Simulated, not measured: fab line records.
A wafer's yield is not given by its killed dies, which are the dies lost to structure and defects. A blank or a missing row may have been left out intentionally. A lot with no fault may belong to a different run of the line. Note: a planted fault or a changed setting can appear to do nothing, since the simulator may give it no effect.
Which tool did it?	flow n5 finfet	Sampling: 21 lots, 63 wafers, 6 of 1938 route steps

== WHAT THE GAUGES READ, wafer by wafer ==
N5_HKMG_FIN_CD_MEAS_49: the cd target is 202 nm. Usual: cd nm 201.5 nm, standard deviation 0.78.
lot	measured	on	cd nm (nm)	flag
L074	day 3 21:49	cd sem-01	200.9 202.0 201.3	
L075	day 4 03:41	cd sem-02	202.6 201.9 201.6	
L076	day 4 10:44	cd sem-01	199.6 201.7 200.5	
L077	day 4 15:49	cd sem-01	200.7 200.1 201.0	
L078	day 5 00:36	cd sem-02	202.6 200.6 201.8	
L079	day 5 07:23	cd sem-02	202.9 200.5 201.6	
L080	day 5 12:30	cd sem-02	201.7 201.5 201.9	
L081	day 5 17:32	cd sem-01	200.6 201.9 202.5	
L084	day 6 13:06	cd sem-01	201.6 201.5 202.1	
L085	day 6 19:25	cd sem-01	202.6 201.8 201.2	
L086	day 6 23:32	cd sem-03	201.1 201.6 202.1	
L087	day 7 03:16	cd sem-01	202.8 201.5 201.2	
L088	day 7 09:31	cd sem-01	203.3 201.2 201.1	
L089	day 7 15:53	cd sem-02	202.1 201.0 201.9	
L090	day 8 00:29	cd sem-01	201.5 200.8 201.7	
L091	day 8 05:13	cd sem-01	200.6 201.7 201.3	
L092	day 8 12:36	cd sem-03	201.7 200.6 201.3	
L093	day 8 16:40	cd sem-01	201.3 201.5 201.6	
L094	day 9 04:33	cd sem-03	201.4 200.2 201.9	
L095	day 9 07:37	cd sem-02	200.2 201.5 202.2	
L096	day 9 11:16	cd sem-02	202.3 202.5 200.7	

== WHICH TOOL RAN EACH LOT (tool, then ch and the chambers of the sampled wafers, then the start) ==
lot	N5_DUMMY_GATE_ETCH_29	N5_DUMMY_GATE_HM_OPEN_21	N5_SD_EPI_N_ETCH_34	N5_SD_EPI_P_ETCH_47	N5_SDB_ETCH_25
L074	rie diel-02 ch 0,1,2, day 2 22:22	rie diel-02 ch 0,2, day 2 22:49	rie diel-01 ch 1,2,3, day 3 00:44	rie diel-05 ch 0,1,2, day 3 05:31	rie diel-04 ch 0,3, day 3 16:52
L075	rie diel-02 ch 1,2,3, day 3 04:00	rie diel-02 ch 1,2,3, day 3 04:26	rie diel-04 ch 1,2,3, day 3 06:25	rie diel-02 ch 1,2,3, day 3 11:20	rie diel-03 ch 1,2, day 3 22:47
L076	rie diel-06 ch 0,2,3, day 3 10:08	rie diel-05 ch 0,1,2, day 3 10:35	rie diel-01 ch 1,3, day 3 13:26	rie diel-06 ch 2,3, day 3 18:21	rie diel-04 ch 0,1,3, day 4 05:50
L077	rie diel-05 ch 0,1,2, day 3 15:42	rie diel-02 ch 0,1,3, day 3 16:08	rie diel-04 ch 0,1,2, day 3 18:00	rie diel-05 ch 0,1,2, day 3 23:10	rie diel-04 ch 0,2,3, day 4 10:51
L078	rie diel-06 ch 2,3, day 4 01:23	rie diel-06 ch 0,1, day 4 01:50	rie diel-03 ch 0,1,2, day 4 03:28	rie diel-05 ch 1,2, day 4 08:16	rie diel-01 ch 0,2,3, day 4 19:45
L079	rie diel-02 ch 0,1,2, day 4 05:15	rie diel-02 ch 0,2,3, day 4 05:45	rie diel-04 ch 1,2, day 4 08:54	rie diel-06 ch 1,2, day 4 13:53	rie diel-03 ch 0,1,2, day 5 01:57
L080	rie diel-06 ch 1,2,3, day 4 12:25	rie diel-05 ch 2,3, day 4 12:52	rie diel-03 ch 0,1, day 4 14:59	rie diel-02 ch 0,1,2, day 4 19:56	rie diel-04 ch 0,2,3, day 5 07:39
L081	rie diel-05 ch 0,1, day 4 17:31	rie diel-05 ch 0,1,2, day 4 17:58	rie diel-04 ch 0,1,3, day 4 20:02	rie diel-05 ch 0,1,2, day 5 01:35	rie diel-01 ch 0,1,2, day 5 12:47
L084	rie diel-02 ch 0,2,3, day 5 13:19	rie diel-06 ch 0,1,3, day 5 13:46	rie diel-04 ch 0,3, day 5 15:32	rie diel-02 ch 1,2,3, day 5 20:43	rie diel-03 ch 0,1,3, day 6 08:18
L085	rie diel-02 ch 0,2,3, day 5 19:31	rie diel-05 ch 0,1,2, day 5 19:58	rie diel-03 ch 0,1, day 5 22:07	rie diel-06 ch 0,1,2, day 6 03:01	rie diel-03 ch 0,1,3, day 6 14:27
L086	rie diel-06 ch 0,2,3, day 5 23:41	rie diel-06 ch 0,1,2, day 6 00:08	rie diel-03 ch 0,3, day 6 01:55	rie diel-05 ch 0,1,2, day 6 06:49	rie diel-01 ch 0,1,2, day 6 18:35
L087	rie diel-05 ch 0,2,3, day 6 02:58	rie diel-06 ch 1,2,3, day 6 03:24	rie diel-01 ch 1,2,3, day 6 05:10	rie diel-02 ch 0,1, day 6 10:08	rie diel-04 ch 1,2, day 6 22:12
L088	rie diel-02 ch 2,3, day 6 08:38	rie diel-05 ch 2,3, day 6 09:05	rie diel-04 ch 1,2,3, day 6 10:55	rie diel-02 ch 0,1,2, day 6 15:52	rie diel-04 ch 0,2,3, day 7 04:26
L089	rie diel-06 ch 0,1,3, day 6 15:19	rie diel-06 ch 0,2,3, day 6 15:55	rie diel-04 ch 1,2,3, day 6 18:01	rie diel-06 ch 1,2, day 6 23:10	rie diel-01 ch 0,1,3, day 7 11:01
L090	rie diel-05 ch 0,1,3, day 6 23:36	rie diel-06 ch 0,3, day 7 00:03	rie diel-03 ch 1,2,3, day 7 01:49	rie diel-02 ch 1,2,3, day 7 07:54	rie diel-01 ch 0,2,3, day 7 19:37
L091	rie diel-02 ch 1,3, day 7 05:29	rie diel-05 ch 0,2, day 7 06:07	rie diel-04 ch 0,2,3, day 7 07:54	rie diel-05 ch 1,2, day 7 12:50	rie diel-03 ch 0,1, day 8 00:12
L092	rie diel-05 ch 0,1,2, day 7 10:39	rie diel-05 ch 0,2,3, day 7 11:13	rie diel-01 ch 0,2,3, day 7 13:58	rie diel-02 ch 1,2, day 7 18:57	rie diel-03 ch 0,1, day 8 07:14
L093	rie diel-05 ch 0,1,2, day 7 16:42	rie diel-06 ch 0,1,2, day 7 17:09	rie diel-03 ch 0,2, day 7 19:24	rie diel-06 ch 1,2, day 8 00:20	rie diel-03 ch 1,3, day 8 11:41
L094	rie diel-02 ch 1,2,3, day 8 00:38	rie diel-02 ch 1,2,3, day 8 01:06	rie diel-01 ch 1,2,3, day 8 03:16	rie diel-06 ch 1,2, day 8 10:14	rie diel-01 ch 1,2,3, day 8 23:08
L095	rie diel-05 ch 1,2, day 8 03:31	rie diel-05 ch 0,3, day 8 04:29	rie diel-04 ch 0,2,3, day 8 06:34	rie diel-06 ch 0,2, day 8 12:43	rie diel-03 ch 0,2, day 9 02:15
L096	rie diel-06 ch 0,1,2, day 8 10:52	rie diel-05 ch 1,2, day 8 11:25	rie diel-01 ch 0,2,3, day 8 13:09	rie diel-02 ch 0,3, day 8 18:08	rie diel-03 ch 0,1,2, day 9 06:13
- N5_DUMMY_GATE_ETCH_29: etches underlayer in N2/H2, target depth 13 nm.
- N5_DUMMY_GATE_HM_OPEN_21: chemistry CH3F/O2, target SiNx, target depth 120 nm, time 171.4 s.
- N5_SD_EPI_N_ETCH_34: etches SiARC in CF4, target depth 45.5 nm, time 75.8 s.
- N5_SD_EPI_P_ETCH_47: etches SiOCN in CH3F/O2, target depth 25 nm.
- N5_SDB_ETCH_25: etches SiO2 in C4F6/O2, target depth 10 nm, time 3.3 s.

== WHAT THE TOOLS THEMSELVES READ (means of the sampled wafers that have a number; where no wafer has one, the mark that the record gives instead) ==
N5_DUMMY_GATE_ETCH_29. Usual: drypump motor current A 5.6 A, standard deviation 0.47; oes product au 0.76 a.u., standard deviation 0.053; rf vpp V 524.6 V, standard deviation 2.9; showerhead plenum p Torr 2.57 Torr, standard deviation 0.1; throttle valve pct 17.97 %, standard deviation 0.28.
lot	tool	drypump motor current A (A)	oes product au (a.u.)	rf vpp V (V)	showerhead plenum p Torr (Torr)	throttle valve pct (%)	flag
L074	rie diel-02	5.4	0.77	524.8	2.57	17.93	
L075	rie diel-02	5.7	0.81	525.5	2.61	17.99	
L076	rie diel-06	5.8	0.75	524.1	2.57	18.01	
L077	rie diel-05	5.6	0.76	524.7	2.60	18.00	
L078	rie diel-06	5.8	0.72	525.7	2.58	18.03	
L079	rie diel-02	5.4	0.76	524.6	2.57	17.94	
L080	rie diel-06	5.7	0.77	525.6	2.60	17.77	
L081	rie diel-05	5.4	0.74	524.5	2.58	18.04	
L084	rie diel-02	5.2	0.76	522.3	2.51	18.22	
L085	rie diel-02	5.2	0.75	523.0	2.51	18.23	
L086	rie diel-06	5.8	0.73	524.8	2.56	18.02	
L087	rie diel-05	5.6	0.78	522.7	2.52	17.92	
L088	rie diel-02	5.2	0.74	525.2	2.59	18.10	
L089	rie diel-06	5.8	0.78	526.5	2.62	17.92	
L090	rie diel-05	5.4	0.74	522.4	2.51	17.94	
L091	rie diel-02	6.2	0.81	526.3	2.62	17.92	
L092	rie diel-05	5.6	0.76	525.2	2.59	18.04	
L093	rie diel-05	5.6	0.75	525.0	2.59	18.04	
L094	rie diel-02	5.7	0.77	525.3	2.60	18.03	
L095	rie diel-05	5.8	0.75	527.0	2.66	18.10	
L096	rie diel-06	5.6	0.77	524.7	2.58	17.81	

N5_DUMMY_GATE_HM_OPEN_21. Usual: drypump motor current A 5.6 A, standard deviation 0.42; oes product au 0.77 a.u., standard deviation 0.052; rf vpp V 303 V, standard deviation 8.2; showerhead plenum p Torr 2.04 Torr, standard deviation 0.08; throttle valve pct 16.49 %, standard deviation 0.21.
lot	tool	drypump motor current A (A)	oes product au (a.u.)	rf vpp V (V)	showerhead plenum p Torr (Torr)	throttle valve pct (%)	flag
L074	rie diel-02	4.9	0.73	300	2.02	16.56	
L075	rie diel-02	5.7	0.82	309	2.06	16.42	
L076	rie diel-05	5.6	0.76	299	2.06	16.50	
L077	rie diel-02	5.6	0.81	313	2.00	16.54	
L078	rie diel-06	5.7	0.83	307	2.06	16.39	
L079	rie diel-02	5.2	0.77	308	1.98	16.61	
L080	rie diel-05	6.1	0.78	298	2.07	16.35	
L081	rie diel-05	5.5	0.76	298	2.06	16.51	
L084	rie diel-06	5.8	0.79	306	2.07	16.47	
L085	rie diel-05	5.6	0.76	299	2.06	16.52	
L086	rie diel-06	5.6	0.79	302	2.05	16.37	
L087	rie diel-06	5.7	0.76	302	2.07	16.43	
L088	rie diel-05	5.8	0.77	300	2.00	16.35	
L089	rie diel-06	5.8	0.74	303	2.04	16.63	
L090	rie diel-06	5.9	0.75	307	2.05	16.68	
L091	rie diel-05	5.7	0.78	299	2.06	16.43	
L092	rie diel-05	5.6	0.76	303	2.00	16.43	
L093	rie diel-06	5.7	0.78	303	2.05	16.39	
L094	rie diel-02	5.7	0.78	310	2.05	16.46	
L095	rie diel-05	5.2	0.73	307	1.93	16.49	
L096	rie diel-05	6.0	0.77	294	2.12	16.49	

N5_SD_EPI_N_ETCH_34. Usual: drypump motor current A 5.65 A, standard deviation 0.23; etch rf on time s 76.3 s, standard deviation 2.7; oes product au 0.65 a.u., standard deviation 0.059; rf vpp V 184.2 V, standard deviation 1.1; showerhead plenum p Torr 2.15 Torr, standard deviation 0.06; throttle valve pct 15.72 %, standard deviation 0.15.
lot	tool	drypump motor current A (A)	etch rf on time s (s)	oes product au (a.u.)	rf vpp V (V)	showerhead plenum p Torr (Torr)	throttle valve pct (%)	flag
L074	rie diel-01	5.68	78.4	0.68	184.5	2.18	15.68	
L075	rie diel-04	5.52	75.6	0.63	184.9	2.17	15.76	
L076	rie diel-01	5.66	75.5	0.72	185.7	2.22	15.57	
L077	rie diel-04	5.73	74.2	0.61	184.5	2.14	15.81	
L078	rie diel-03	5.76	74.2	0.67	183.4	2.14	15.60	
L079	rie diel-04	5.73	74.6	0.61	185.1	2.13	15.72	
L080	rie diel-03	5.59	72.9	0.66	182.5	2.11	15.60	
L081	rie diel-04	5.67	76.5	0.61	184.1	2.14	15.89	
L084	rie diel-04	5.44	77.9	0.63	184.5	2.18	15.93	
L085	rie diel-03	5.70	73.1	0.69	184.2	2.09	15.63	
L086	rie diel-03	5.58	75.1	0.65	184.1	2.10	15.59	
L087	rie diel-01	5.69	78.7	0.66	184.6	2.18	15.74	
L088	rie diel-04	5.51	76.8	0.61	183.4	2.17	15.79	
L089	rie diel-04	5.52	75.8	0.61	185.3	2.17	15.79	
L090	rie diel-03	5.78	77.2	0.67	183.8	2.12	15.61	
L091	rie diel-04	5.49	76.2	0.69	184.3	2.17	15.72	
L092	rie diel-01	5.74	78.1	0.65	183.5	2.12	15.74	
L093	rie diel-03	5.68	75.2	0.62	183.9	2.15	15.62	
L094	rie diel-01	5.69	79.3	0.64	183.8	2.17	15.76	
L095	rie diel-04	5.50	76.8	0.68	184.4	2.17	15.75	
L096	rie diel-01	5.75	78.3	0.64	183.7	2.12	15.76	

N5_SD_EPI_P_ETCH_47. Usual: drypump motor current A 5.6 A, standard deviation 0.42; oes product au 0.77 a.u., standard deviation 0.061; rf vpp V 129 V, standard deviation 3.4; showerhead plenum p Torr 2.02 Torr, standard deviation 0.076; throttle valve pct 16.34 %, standard deviation 0.22.
lot	tool	drypump motor current A (A)	oes product au (a.u.)	rf vpp V (V)	showerhead plenum p Torr (Torr)	throttle valve pct (%)	flag
L074	rie diel-05	5.6	0.77	127	2.04	16.35	
L075	rie diel-02	5.7	0.82	132	2.04	16.27	
L076	rie diel-06	5.8	0.73	126	2.02	16.43	
L077	rie diel-05	5.5	0.76	128	2.04	16.37	
L078	rie diel-05	5.8	0.76	125	2.09	16.40	
L079	rie diel-06	5.6	0.82	128	2.07	16.02	
L080	rie diel-02	5.4	0.76	128	2.02	16.37	
L081	rie diel-05	5.6	0.76	128	2.04	16.36	
L084	rie diel-02	5.7	0.80	131	2.03	16.29	
L085	rie diel-06	5.6	0.79	129	2.03	16.21	
L086	rie diel-05	5.6	0.76	127	2.04	16.38	
L087	rie diel-02	5.3	0.75	130	1.96	16.52	
L088	rie diel-02	5.4	0.75	130	2.02	16.39	
L089	rie diel-06	5.5	0.76	127	2.03	16.20	
L090	rie diel-02	5.7	0.79	132	2.03	16.30	
L091	rie diel-05	5.7	0.75	125	2.09	16.43	
L092	rie diel-02	5.5	0.74	127	2.07	16.27	
L093	rie diel-06	5.5	0.75	127	2.02	16.21	
L094	rie diel-06	5.5	0.78	128	2.06	16.06	
L095	rie diel-06	5.7	0.73	128	1.99	16.41	
L096	rie diel-02	5.4	0.80	134	1.91	16.55	

N5_SDB_ETCH_25. Usual: drypump motor current A 5.68 A, standard deviation 0.21; oes product au 0.77 a.u., standard deviation 0.069; rf vpp V 667 V, standard deviation 26; showerhead plenum p Torr 2.84 Torr, standard deviation 0.082; throttle valve pct 21.24 %, standard deviation 0.16.
lot	tool	drypump motor current A (A)	oes product au (a.u.)	rf vpp V (V)	showerhead plenum p Torr (Torr)	throttle valve pct (%)	flag
L074	rie diel-04	5.44	0.75	678	2.89	21.37	
L075	rie diel-03	5.85	0.82	644	2.83	21.26	
L076	rie diel-04	5.67	0.73	676	2.83	21.34	
L077	rie diel-04	5.52	0.72	679	2.89	21.34	
L078	rie diel-01	5.76	0.77	671	2.81	21.21	
L079	rie diel-03	5.76	0.77	645	2.85	21.20	
L080	rie diel-04	5.50	0.72	679	2.89	21.33	
L081	rie diel-01	5.64	0.84	679	2.88	21.29	
L084	rie diel-03	5.65	0.78	641	2.78	21.20	
L085	rie diel-03	5.65	0.78	642	2.78	21.20	
L086	rie diel-01	5.64	0.83	678	2.88	21.31	
L087	rie diel-04	5.57	0.70	679	2.87	21.21	
L088	rie diel-04	5.50	0.82	679	2.88	21.24	
L089	rie diel-01	5.71	0.80	677	2.85	21.13	
L090	rie diel-01	5.77	0.75	670	2.80	21.25	
L091	rie diel-03	5.70	0.77	635	2.78	21.31	
L092	rie diel-03	5.70	0.78	635	2.78	21.31	
L093	rie diel-03	5.71	0.80	638	2.76	21.29	
L094	rie diel-01	5.69	0.75	699	2.88	21.29	
L095	rie diel-03	5.66	0.71	648	2.85	21.17	
L096	rie diel-03	5.76	0.74	646	2.83	21.25	

== THE ANSWER, worked out from the rows above alone ==
Rule: a lot is off if the mean of its wafers that have a number lies more than 3 standard deviations from the usual mean. Also off: a lot with no number at a reading for which 4 or more lots have one. The other lots that the step has rows for count as sound. The gauges are gone through in route order, then the tools' own readings, and for those a lot's mean is taken as printed above. The first step at which some lot is off is used, and at that step the reading that is off furthest; a lot without a number counts as furthest.
No lot is off at any reading shown: from this, nothing can be told.

== WHAT THE SIMULATOR HAD INSERTED ==
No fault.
